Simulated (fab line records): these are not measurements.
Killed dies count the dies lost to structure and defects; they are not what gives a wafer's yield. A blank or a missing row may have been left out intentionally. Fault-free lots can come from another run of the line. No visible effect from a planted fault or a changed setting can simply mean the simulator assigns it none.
Split-lot trial :: flow n5Finfet :: 7 lots, 39 wafers read, on a route of 1938 steps

== SPLIT DETAILS ==
At N5_FIN_SAQP_HM_DEP_72 (deposits SiO2 from SiH4/N2O, target thk 12 nm, time 7.2 s), the setting targetThkA was moved away from the recipe's 120 angstrom on 15 of the 39 wafers read, by -11.5% to +13.6%. This setting was run at the recipe's value on the other wafers.

== FROM THE SPLIT TO THE READING: what the file shows between them, 4 steps ==
- N5_FIN_SAQP_COAT_49: time 60 s, resist thk 100 nm
- N5_FIN_SAQP_COAT_50: time 60 s, resist thk 35 nm
- N5_FIN_SAQP_ETCH_52: etches SOC in N2/H2, target depth 100 nm, overetch 20 nm, time 150 s
- N5_FIN_SAQP_STRIP_53: strips in N2/H2

== THE READING ==
etch.depthNm (the simulator's own value, which no gauge read), in nm, at N5_FIN_SAQP_HM_OPEN_73 (chemistry CHF3/O2, target SiO2, stops on a-Si, target depth 12 nm, time 16.8 s). No usual value for it is given in the file. Across the 24 wafers here that went through the recipe, the average is 12.05 nm and the standard deviation 0.22 nm.

wafer: L078.1
tool, chamber at the split: pecvd-01, 0
targetThkA as run, angstrom: 120
against the recipe: recipe
etch.depthNm, nm: 12.13
against lot-mates on the recipe: -

wafer: L078.3
tool, chamber at the split: pecvd-01, 1
targetThkA as run, angstrom: 120
against the recipe: recipe
etch.depthNm, nm: 11.83
against lot-mates on the recipe: -

wafer: L078.4
tool, chamber at the split: pecvd-01, 2
targetThkA as run, angstrom: 120
against the recipe: recipe
etch.depthNm, nm: 12.15
against lot-mates on the recipe: -

wafer: L079.1
tool, chamber at the split: pecvd-03, 1
targetThkA as run, angstrom: 120
against the recipe: recipe
etch.depthNm, nm: 12.08
against lot-mates on the recipe: -

wafer: L079.2
tool, chamber at the split: pecvd-03, 0
targetThkA as run, angstrom: 136.3
against the recipe: +13.6%
etch.depthNm, nm: 13.75
against lot-mates on the recipe: +1.75

wafer: L079.3
tool, chamber at the split: pecvd-03, 2
targetThkA as run, angstrom: 120
against the recipe: recipe
etch.depthNm, nm: 11.77
against lot-mates on the recipe: -

wafer: L079.4
tool, chamber at the split: pecvd-03, 2
targetThkA as run, angstrom: 136.3
against the recipe: +13.6%
etch.depthNm, nm: 13.87
against lot-mates on the recipe: +1.87

wafer: L079.5
tool, chamber at the split: pecvd-03, 0
targetThkA as run, angstrom: 120
against the recipe: recipe
etch.depthNm, nm: 12.16
against lot-mates on the recipe: -

wafer: L079.6
tool, chamber at the split: pecvd-03, 1
targetThkA as run, angstrom: 136.3
against the recipe: +13.6%
etch.depthNm, nm: 13.71
against lot-mates on the recipe: +1.71

wafer: L082.1
tool, chamber at the split: pecvd-04, 1
targetThkA as run, angstrom: 120
against the recipe: recipe
etch.depthNm, nm: 11.75
against lot-mates on the recipe: -

wafer: L082.2
tool, chamber at the split: pecvd-04, 2
targetThkA as run, angstrom: 120
against the recipe: recipe
etch.depthNm, nm: 11.74
against lot-mates on the recipe: -

wafer: L082.3
tool, chamber at the split: pecvd-04, 0
targetThkA as run, angstrom: 127.5
against the recipe: +6.2%
etch.depthNm, nm: 12.72
against lot-mates on the recipe: +0.89

wafer: L082.4
tool, chamber at the split: pecvd-04, 2
targetThkA as run, angstrom: 127.5
against the recipe: +6.2%
etch.depthNm, nm: 12.57
against lot-mates on the recipe: +0.74

wafer: L082.5
tool, chamber at the split: pecvd-04, 1
targetThkA as run, angstrom: 127.5
against the recipe: +6.2%
etch.depthNm, nm: 12.67
against lot-mates on the recipe: +0.84

wafer: L082.6
tool, chamber at the split: pecvd-04, 0
targetThkA as run, angstrom: 120
against the recipe: recipe
etch.depthNm, nm: 12.01
against lot-mates on the recipe: -

wafer: L088.1
tool, chamber at the split: pecvd-03, 1
targetThkA as run, angstrom: 120
against the recipe: recipe
etch.depthNm, nm: 12.08
against lot-mates on the recipe: -

wafer: L088.2
tool, chamber at the split: pecvd-03, 2
targetThkA as run, angstrom: 120
against the recipe: recipe
etch.depthNm, nm: 11.88
against lot-mates on the recipe: -

wafer: L088.3
tool, chamber at the split: pecvd-03, 0
targetThkA as run, angstrom: 120
against the recipe: recipe
etch.depthNm, nm: 12.38
against lot-mates on the recipe: -

wafer: L088.4
tool, chamber at the split: pecvd-03, 2
targetThkA as run, angstrom: 120
against the recipe: recipe
etch.depthNm, nm: 12.03
against lot-mates on the recipe: -

wafer: L088.5
tool, chamber at the split: pecvd-03, 1
targetThkA as run, angstrom: 120
against the recipe: recipe
etch.depthNm, nm: 12.27
against lot-mates on the recipe: -

wafer: L088.6
tool, chamber at the split: pecvd-03, 0
targetThkA as run, angstrom: 120
against the recipe: recipe
etch.depthNm, nm: 12.42
against lot-mates on the recipe: -

wafer: L092.1
tool, chamber at the split: pecvd-03, 2
targetThkA as run, angstrom: 106.2
against the recipe: -11.5%
etch.depthNm, nm: 10.68
against lot-mates on the recipe: -1.65

wafer: L092.2
tool, chamber at the split: pecvd-03, 1
targetThkA as run, angstrom: 106.2
against the recipe: -11.5%
etch.depthNm, nm: 11.03
against lot-mates on the recipe: -1.30

wafer: L092.3
tool, chamber at the split: pecvd-03, 0
targetThkA as run, angstrom: 120
against the recipe: recipe
etch.depthNm, nm: 12.28
against lot-mates on the recipe: -

wafer: L092.4
tool, chamber at the split: pecvd-03, 1
targetThkA as run, angstrom: 106.2
against the recipe: -11.5%
etch.depthNm, nm: 11.22
against lot-mates on the recipe: -1.11

wafer: L092.5
tool, chamber at the split: pecvd-03, 0
targetThkA as run, angstrom: 120
against the recipe: recipe
etch.depthNm, nm: 12.42
against lot-mates on the recipe: -

wafer: L092.6
tool, chamber at the split: pecvd-03, 2
targetThkA as run, angstrom: 120
against the recipe: recipe
etch.depthNm, nm: 12.29
against lot-mates on the recipe: -

wafer: L094.1
tool, chamber at the split: pecvd-04, 0
targetThkA as run, angstrom: 124.6
against the recipe: +3.8%
etch.depthNm, nm: 12.1
against lot-mates on the recipe: +0.12

wafer: L094.2
tool, chamber at the split: pecvd-04, 2
targetThkA as run, angstrom: 124.6
against the recipe: +3.8%
etch.depthNm, nm: 12.04
against lot-mates on the recipe: +0.06

wafer: L094.3
tool, chamber at the split: pecvd-04, 1
targetThkA as run, angstrom: 120
against the recipe: recipe
etch.depthNm, nm: 11.96
against lot-mates on the recipe: -

wafer: L094.4
tool, chamber at the split: pecvd-04, 0
targetThkA as run, angstrom: 124.6
against the recipe: +3.8%
etch.depthNm, nm: 12.47
against lot-mates on the recipe: +0.49

wafer: L094.5
tool, chamber at the split: pecvd-04, 1
targetThkA as run, angstrom: 120
against the recipe: recipe
etch.depthNm, nm: 12.03
against lot-mates on the recipe: -

wafer: L094.6
tool, chamber at the split: pecvd-04, 2
targetThkA as run, angstrom: 120
against the recipe: recipe
etch.depthNm, nm: 11.94
against lot-mates on the recipe: -

wafer: L095.1
tool, chamber at the split: pecvd-03, 2
targetThkA as run, angstrom: 120
against the recipe: recipe
etch.depthNm, nm: 11.61
against lot-mates on the recipe: -

wafer: L095.2
tool, chamber at the split: pecvd-03, 0
targetThkA as run, angstrom: 120
against the recipe: recipe
etch.depthNm, nm: 11.93
against lot-mates on the recipe: -

wafer: L095.3
tool, chamber at the split: pecvd-03, 0
targetThkA as run, angstrom: 107
against the recipe: -10.8%
etch.depthNm, nm: 10.8
against lot-mates on the recipe: -1.09

wafer: L095.4
tool, chamber at the split: pecvd-03, 2
targetThkA as run, angstrom: 107
against the recipe: -10.8%
etch.depthNm, nm: 10.71
against lot-mates on the recipe: -1.18

wafer: L095.5
tool, chamber at the split: pecvd-03, 2
targetThkA as run, angstrom: 107
against the recipe: -10.8%
etch.depthNm, nm: 10.85
against lot-mates on the recipe: -1.04

wafer: L095.6
tool, chamber at the split: pecvd-03, 0
targetThkA as run, angstrom: 120
against the recipe: recipe
etch.depthNm, nm: 12.14
against lot-mates on the recipe: -

THE FIT
A straight line over all 39 wafers: etch.depthNm changes by +0.11 nm for each +1% of targetThkA; r = +0.95; the points scatter about the line by 0.23 nm.
The same after taking each lot's own level away (the mean of its wafers on the recipe; 39 wafers): +0.118 nm for each +1%; r = +0.97; scatter 0.18 nm.
According to that fit, moving targetThkA by its largest amount changes the reading by 1.6 nm.
The lots' own levels span 11.833 to 12.330 nm, that is 2.3 times the standard deviation above.
So the lot-to-lot level changes the slope little: the two slopes agree.
Check: +1.6 nm against its lot-mates is what the line predicts for one of the wafers moved furthest among these (+13.6%) when that wafer is left out of the fit. It came out at +1.75 nm against them.

== FURTHER SPLITS ON THESE WAFERS ==
Note: prior to the reading, these wafers also went through further splits. Each is held against what the fit with the lots' levels taken away leaves over:
other split on the same wafers: N5_WELL_APT_EXPOSE_05 doseMj
wafers away from the commonest value: 15
r with etch.depthNm (lot level and that fit taken away): +0.10

== THE WHOLE CHAIN: every reading that the file lists as answering this split, in the file's order ==
step: N5_FIN_SAQP_HM_DEP_72
what it does: deposits SiO2 from SiH4/N2O, target thk 12 nm, time 7.2 s
reading: SiO2_of_FIN_SAQP_HM_DEP_72.thkNm (the simulator's own value, which no gauge read)
change (the file's fit): +0.118 nm for each +1% of the setting
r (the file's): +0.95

step: N5_FIN_SAQP_HM_OPEN_73
what it does: chemistry CHF3/O2, target SiO2, stops on a-Si, target depth 12 nm, time 16.8 s
reading: etch.depthNm (the simulator's own value, which no gauge read)
change (the file's fit): +0.118 nm for each +1% of the setting
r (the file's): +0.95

== FILE'S OWN FIT ==
etch.depthNm changes by +0.118 nm for each +1% of targetThkA, r = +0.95.
